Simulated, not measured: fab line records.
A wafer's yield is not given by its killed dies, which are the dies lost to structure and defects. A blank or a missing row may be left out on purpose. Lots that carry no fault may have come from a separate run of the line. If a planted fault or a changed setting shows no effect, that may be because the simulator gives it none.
Which tool was responsible?	flow n5-finfet	19 lots with 57 wafers sampled at 6 steps, on a route of 1938 steps

WHAT THE GAUGES SHOWED, per wafer
Not one reading of a measure or inspect step in the record can be checked against a usual standard deviation.

WHAT TOOL EACH LOT RAN ON (gives the tool, then ch and the chambers of the sampled wafers, and finally the start)
lot	N5_STI_FIN_REVEAL_CMP_04	N5_STI_FIN_REVEAL_DENSIFY_30	N5_DUMMY_GATE_DESCUM_20	N5_DUMMY_GATE_STRIP_41	N5_SD_EPI_P_DESCUM_14	N5_SD_EPI_P_ETCH_16
L074	cmp-03 ch 1,3, day 2 10:48	rtp-anneal-02 ch 0, day 2 11:05	rie-diel-03 ch 1,2, day 3 05:50	rie-diel-04 ch 0,1,3, day 3 06:18	rie-diel-03 ch 0,1,2, day 3 12:57	rie-diel-03 ch 0,1,2, day 3 13:34
L075	cmp-02 ch 1,2, day 2 15:34	rtp-anneal-02 ch 0, day 2 15:56	rie-diel-04 ch 0,1, day 3 07:40	rie-diel-03 ch 1,2, day 3 08:08	rie-diel-03 ch 2,3, day 3 16:55	rie-diel-03 ch 2,3, day 3 17:32
L076	cmp-03 ch 0,1,2, day 2 21:44	rtp-anneal-01 ch 0, day 2 22:06	rie-diel-04 ch 1,2,3, day 3 15:34	rie-diel-04 ch 1,2,3, day 3 16:21	rie-diel-03 ch 0,2,3, day 3 23:19	rie-diel-03 ch 0,2,3, day 3 23:56
L078	cmp-03 ch 0,2,3, day 3 11:58	rtp-anneal-01 ch 0, day 3 12:17	rie-diel-04 ch 0,1,3, day 4 00:38	rie-diel-01 ch 2,3, day 4 01:12	rie-diel-01 ch 2,3, day 4 07:23	rie-diel-01 ch 2,3, day 4 08:00
L080	cmp-01 ch 0,1,2, day 3 23:05	rtp-anneal-01 ch 0, day 3 23:23	rie-diel-03 ch 0,2, day 4 11:12	rie-diel-04 ch 1,2, day 4 11:40	rie-diel-01 ch 1,2,3, day 4 18:58	rie-diel-01 ch 1,2,3, day 4 19:35
L081	cmp-01 ch 0,2, day 4 03:31	rtp-anneal-01 ch 0, day 4 03:49	rie-diel-03 ch 1,2, day 4 15:55	rie-diel-01 ch 0,2,3, day 4 16:29	rie-diel-04 ch 0,1,3, day 5 00:10	rie-diel-04 ch 0,1,3, day 5 00:47
L082	cmp-03 ch 0,2,3, day 4 09:07	rtp-anneal-02 ch 0, day 4 09:31	rie-diel-04 ch 0,1, day 4 22:07	rie-diel-03 ch 1,2, day 4 22:44	rie-diel-04 ch 0,1,3, day 5 06:12	rie-diel-04 ch 0,1,3, day 5 06:49
L083	cmp-01 ch 0,1,2, day 4 15:14	rtp-anneal-02 ch 0, day 4 15:31	rie-diel-01 ch 0,3, day 5 03:41	rie-diel-03 ch 0,1,2, day 5 04:10	rie-diel-01 ch 0,1, day 5 10:58	rie-diel-01 ch 0,1, day 5 11:35
L084	cmp-03 ch 0,2, day 4 20:51	rtp-anneal-01 ch 0, day 4 21:12	rie-diel-01 ch 1,2,3, day 5 09:19	rie-diel-01 ch 0,1,2, day 5 09:52	rie-diel-03 ch 0,1, day 5 17:30	rie-diel-03 ch 0,1, day 5 18:07
L087	cmp-01 ch 0,3, day 5 15:47	rtp-anneal-01 ch 0, day 5 16:04	rie-diel-01 ch 0,1, day 6 04:14	rie-diel-01 ch 0,1,3, day 6 04:41	rie-diel-04 ch 2,3, day 6 11:46	rie-diel-04 ch 2,3, day 6 12:41
L088	cmp-02 ch 1,2,3, day 5 21:32	rtp-anneal-02 ch 0, day 5 21:51	rie-diel-03 ch 0,1,2, day 6 10:21	rie-diel-03 ch 0,1,3, day 6 10:49	rie-diel-03 ch 2,3, day 6 19:05	rie-diel-03 ch 2,3, day 6 19:42
L089	cmp-02 ch 0,1,3, day 6 03:59	rtp-anneal-02 ch 0, day 6 04:17	rie-diel-04 ch 0,3, day 6 21:10	rie-diel-03 ch 0,1, day 6 21:38	rie-diel-04 ch 0,1, day 7 03:58	rie-diel-04 ch 0,1, day 7 04:35
L091	cmp-02 ch 0,1,3, day 6 14:23	rtp-anneal-02 ch 0, day 6 14:40	rie-diel-01 ch 2,3, day 7 07:02	rie-diel-03 ch 0,1,3, day 7 07:30	rie-diel-04 ch 0,3, day 7 13:44	rie-diel-04 ch 0,3, day 7 14:21
L092	cmp-03 ch 0,1,2, day 6 21:49	rtp-anneal-01 ch 0, day 6 22:06	rie-diel-03 ch 0,1,2, day 7 09:58	rie-diel-01 ch 0,1,2, day 7 10:34	rie-diel-01 ch 0,1,2, day 7 17:50	rie-diel-01 ch 0,1,2, day 7 18:28
L093	cmp-02 ch 0,1,3, day 7 04:52	rtp-anneal-02 ch 0, day 7 05:13	rie-diel-01 ch 0,1, day 7 19:19	rie-diel-01 ch 0,1, day 7 19:47	rie-diel-01 ch 2,3, day 8 02:00	rie-diel-01 ch 2,3, day 8 02:37
L094	cmp-01 ch 0,1, day 7 09:26	rtp-anneal-01 ch 0, day 7 09:48	rie-diel-03 ch 0,1,2, day 7 22:04	rie-diel-04 ch 0,1,3, day 7 22:43	rie-diel-04 ch 0,2,3, day 8 06:14	rie-diel-04 ch 0,2,3, day 8 06:51
L095	cmp-02 ch 0,1,2, day 7 15:26	rtp-anneal-02 ch 0, day 7 15:47	rie-diel-01 ch 1,2,3, day 8 03:47	rie-diel-01 ch 0,1,3, day 8 04:15	rie-diel-04 ch 0,1,2, day 8 11:58	rie-diel-04 ch 0,1,2, day 8 12:35
L096	cmp-03 ch 0,1,2, day 7 21:14	rtp-anneal-01 ch 0, day 7 21:35	rie-diel-03 ch 0,2, day 8 09:27	rie-diel-04 ch 0,1,2, day 8 09:55	rie-diel-04 ch 1,3, day 8 18:35	rie-diel-04 ch 1,3, day 8 19:12
L097	cmp-02 ch 0,2,3, day 8 02:35	rtp-anneal-01 ch 0, day 8 02:51	rie-diel-03 ch 0,1, day 8 15:09	rie-diel-03 ch 0,2,3, day 8 15:37	rie-diel-04 ch 0,1,2, day 8 23:54	rie-diel-04 ch 0,1,2, day 9 00:31
- N5_STI_FIN_REVEAL_CMP_04: polishes, stops on Si3N4, t overpolish 4 s, target thk 131.83 nm.
- N5_STI_FIN_REVEAL_DENSIFY_30
- N5_DUMMY_GATE_DESCUM_20: chemistry O2, time 6.2 s.
- N5_DUMMY_GATE_STRIP_41: strips in O2.
- N5_SD_EPI_P_DESCUM_14: chemistry O2, time 7.9 s.
- N5_SD_EPI_P_ETCH_16: etches SiO2 in CHF3/O2, target depth 5 nm.

AS READ BY THE TOOLS THEMSELVES (means over the sampled wafers that have a number; for cases with no such wafer, the mark the record gives instead)
N5_STI_FIN_REVEAL_CMP_04.
lot	tool	motor-current-A (A)	overpolish-run-s (s)	platen-rpm (rpm)	time-to-endpoint-s (s)
L074	cmp-03	8.3	4.003	54.16	104
L075	cmp-02	7.4	4.004	54.16	101
L076	cmp-03	7.9	4.000	54.19	102
L078	cmp-03	9.0	3.998	54.12	103
L080	cmp-01	7.6	4.007	54.19	100
L081	cmp-01	8.0	3.996	54.15	97
L082	cmp-03	8.6	4.001	54.20	103
L083	cmp-01	7.9	4.002	54.18	93
L084	cmp-03	8.3	4.007	54.15	107
L087	cmp-01	8.0	4.016	54.16	100
L088	cmp-02	8.0	4.002	54.19	98
L089	cmp-02	7.9	4.000	54.21	99
L091	cmp-02	8.4	3.992	54.24	96
L092	cmp-03	7.8	4.003	54.17	107
L093	cmp-02	8.0	3.997	54.19	98
L094	cmp-01	8.1	4.006	54.17	100
L095	cmp-02	7.4	4.010	54.16	100
L096	cmp-03	7.8	4.003	54.17	104
L097	cmp-02	7.3	4.006	54.18	99

N5_STI_FIN_REVEAL_DENSIFY_30.
lot	tool	lamp-power-pct (%)	lamp_zone_5_pct (%)	lamp_zone_7_pct (%)
L074	rtp-anneal-02	11.58	11.532	11.956
L075	rtp-anneal-02	11.57	11.541	11.965
L076	rtp-anneal-01	11.53	11.524	11.956
L078	rtp-anneal-01	11.50	11.531	11.961
L080	rtp-anneal-01	11.57	11.535	11.941
L081	rtp-anneal-01	11.57	11.532	11.951
L082	rtp-anneal-02	11.52	11.522	11.953
L083	rtp-anneal-02	11.55	11.521	11.960
L084	rtp-anneal-01	11.52	11.528	11.971
L087	rtp-anneal-01	11.59	11.527	11.956
L088	rtp-anneal-02	11.46	11.511	11.951
L089	rtp-anneal-02	11.55	11.525	11.977
L091	rtp-anneal-02	11.59	11.528	11.971
L092	rtp-anneal-01	11.53	11.529	11.980
L093	rtp-anneal-02	11.52	11.519	11.958
L094	rtp-anneal-01	11.59	11.517	11.966
L095	rtp-anneal-02	11.52	11.540	11.969
L096	rtp-anneal-01	11.51	11.537	11.969
L097	rtp-anneal-01	11.51	11.538	11.962

N5_DUMMY_GATE_DESCUM_20.
lot	tool	chamber-pressure-mTorr (mTorr)	drypump-motor-current-A (A)	oes-product-au (a.u.)	rf-vpp-V (V)	showerhead-plenum-p-Torr (Torr)	throttle-valve-pct (%)
L074	rie-diel-03	19.985	5.4	0.74	241.6	2.03	20.5
L075	rie-diel-04	19.994	6.0	0.74	243.2	2.14	20.7
L076	rie-diel-04	19.999	6.3	0.76	243.0	2.10	20.7
L078	rie-diel-04	19.986	6.3	0.75	243.4	2.10	20.7
L080	rie-diel-03	19.985	5.2	0.84	243.8	2.09	20.2
L081	rie-diel-03	20.026	5.4	0.73	242.5	2.03	20.6
L082	rie-diel-04	20.014	6.0	0.73	244.6	2.14	20.7
L083	rie-diel-01	20.010	5.3	0.93	243.3	2.10	20.1
L084	rie-diel-01	19.984	5.9	0.77	241.8	2.05	20.4
L087	rie-diel-01	20.002	5.0	0.79	242.4	2.09	20.5
L088	rie-diel-03	19.994	5.3	0.78	243.1	2.07	20.3
L089	rie-diel-04	20.016	6.0	0.69	243.7	2.10	20.9
L091	rie-diel-01	20.001	6.3	0.92	243.6	2.04	20.1
L092	rie-diel-03	20.003	5.3	0.77	242.4	2.06	20.3
L093	rie-diel-01	19.988	5.0	0.78	243.4	2.09	20.5
L094	rie-diel-03	19.986	5.3	0.77	243.1	2.06	20.3
L095	rie-diel-01	20.006	5.9	0.86	242.4	2.05	20.3
L096	rie-diel-03	19.987	5.3	0.74	242.9	2.04	20.5
L097	rie-diel-03	19.990	5.1	0.82	243.7	2.10	20.0

N5_DUMMY_GATE_STRIP_41.
lot	tool	chamber-pressure-mTorr (mTorr)	drypump-motor-current-A (A)	oes-product-au (a.u.)	rf-vpp-V (V)	showerhead-plenum-p-Torr (Torr)	throttle-valve-pct (%)
L074	rie-diel-04	29.991	6.3	0.76	3.8	2.10	16.9
L075	rie-diel-03	30.008	5.4	0.76	4.0	2.06	16.5
L076	rie-diel-04	30.006	6.3	0.76	3.6	2.10	16.9
L078	rie-diel-01	29.996	6.2	0.77	3.6	2.05	16.5
L080	rie-diel-04	29.970	6.2	0.78	3.6	2.14	16.8
L081	rie-diel-01	29.988	5.8	0.85	3.9	2.08	16.4
L082	rie-diel-03	30.004	5.4	0.75	3.7	2.06	16.6
L083	rie-diel-03	29.985	5.3	0.79	4.0	2.07	16.5
L084	rie-diel-01	30.011	5.3	0.78	3.9	2.08	16.6
L087	rie-diel-01	29.999	5.5	0.86	4.0	2.08	16.6
L088	rie-diel-03	30.008	5.5	0.79	3.8	2.13	16.4
L089	rie-diel-03	29.985	5.1	0.84	3.6	2.11	16.3
L091	rie-diel-03	30.005	5.5	0.78	3.2	2.13	16.4
L092	rie-diel-01	29.982	5.4	0.88	3.7	2.07	16.5
L093	rie-diel-01	29.983	5.1	0.78	3.6	2.09	16.8
L094	rie-diel-04	29.991	6.3	0.73	3.7	2.09	16.9
L095	rie-diel-01	30.004	5.5	0.83	3.9	2.08	16.6
L096	rie-diel-04	29.983	6.0	0.79	3.3	2.14	16.9
L097	rie-diel-03	29.995	5.6	0.75	3.6	2.10	16.6

N5_SD_EPI_P_DESCUM_14.
lot	tool	chamber-pressure-mTorr (mTorr)	drypump-motor-current-A (A)	oes-product-au (a.u.)	rf-vpp-V (V)	showerhead-plenum-p-Torr (Torr)	throttle-valve-pct (%)
L074	rie-diel-03	19.986	5.3	0.81	243.2	2.07	20.2
L075	rie-diel-03	20.007	5.7	0.73	243.2	2.07	20.6
L076	rie-diel-03	20.003	5.6	0.80	243.7	2.11	20.4
L078	rie-diel-01	20.000	6.2	0.76	243.2	2.04	20.2
L080	rie-diel-01	20.003	5.9	0.78	242.9	2.06	20.4
L081	rie-diel-04	19.990	6.3	0.76	243.1	2.09	20.7
L082	rie-diel-04	20.011	6.3	0.74	242.8	2.09	20.7
L083	rie-diel-01	20.011	4.9	0.88	243.6	2.11	20.3
L084	rie-diel-03	19.994	5.2	0.80	243.8	2.09	20.1
L087	rie-diel-04	20.005	6.3	0.80	242.8	2.06	20.7
L088	rie-diel-03	19.999	5.8	0.71	241.7	2.06	20.7
L089	rie-diel-04	20.006	6.3	0.76	243.5	2.12	20.6
L091	rie-diel-04	19.991	6.3	0.70	242.3	2.05	20.9
L092	rie-diel-01	20.014	5.3	0.86	243.4	2.07	20.3
L093	rie-diel-01	19.996	6.2	0.95	242.7	2.03	20.0
L094	rie-diel-04	20.011	6.0	0.77	242.8	2.10	20.8
L095	rie-diel-04	19.985	6.0	0.79	243.2	2.14	20.7
L096	rie-diel-04	20.007	6.6	0.77	242.8	2.08	20.6
L097	rie-diel-04	20.000	6.0	0.78	244.0	2.13	20.7

N5_SD_EPI_P_ETCH_16.
lot	tool	O2_flow_sccm (sccm)	chamber-pressure-mTorr (mTorr)	drypump-motor-current-A (A)	oes-product-au (a.u.)	rf-vpp-V (V)	showerhead-plenum-p-Torr (Torr)	throttle-valve-pct (%)
L074	rie-diel-03	5.008	30.009	5.3	0.80	533	2.40	18.74
L075	rie-diel-03	4.997	30.022	5.7	0.72	537	2.38	19.01
L076	rie-diel-03	4.994	30.005	5.6	0.79	534	2.42	18.78
L078	rie-diel-01	4.993	30.024	6.2	0.76	525	2.37	18.77
L080	rie-diel-01	5.016	29.997	5.9	0.77	521	2.37	18.88
L081	rie-diel-04	5.005	30.010	6.4	0.75	531	2.41	19.18
L082	rie-diel-04	4.992	30.012	6.3	0.75	532	2.41	19.18
L083	rie-diel-01	4.994	30.006	4.9	0.87	515	2.43	18.82
L084	rie-diel-03	4.996	29.999	5.2	0.81	532	2.43	18.67
L087	rie-diel-04	5.016	29.996	6.3	0.80	539	2.36	19.11
L088	rie-diel-03	5.003	29.979	5.7	0.71	536	2.37	19.05
L089	rie-diel-04	4.990	29.991	6.3	0.76	532	2.45	19.12
L091	rie-diel-04	5.007	30.031	6.3	0.71	530	2.36	19.26
L092	rie-diel-01	4.995	30.004	5.4	0.87	517	2.39	18.75
L093	rie-diel-01	5.012	30.001	6.2	0.95	525	2.36	18.54
L094	rie-diel-04	4.999	30.003	6.0	0.77	535	2.42	19.23
L095	rie-diel-04	4.981	30.036	6.0	0.78	537	2.46	19.17
L096	rie-diel-04	4.995	29.993	6.6	0.76	535	2.39	19.04
L097	rie-diel-04	5.001	30.005	6.0	0.77	537	2.46	19.17

THE ANSWER, worked out from the rows above alone
Rule: the usual values come from the lots themselves. The widest of any qualifying gaps counts: lots, ordered by their means at a reading, are off when they make up no more than a third of the lots, leave a main group of 4 or more, and stand apart from it by 3 or more times the standard deviation of that group's means. If all means in a main group match to the digits the tables above print for the reading, that group is not used. Also off: a lot with no number at a reading for which 4 or more lots have one. Where the step has rows for the other lots, those lots are counted as sound. The gauges are gone through in route order, then the tools' own readings, and for those a lot's mean is taken as printed above. The first step at which some lot is off is used, and at that step the reading that is off furthest; a lot without a number counts as furthest.
No lot is off at any reading shown: from this, nothing can be told.

WHAT HAD BEEN PUT IN BY THE SIMULATOR
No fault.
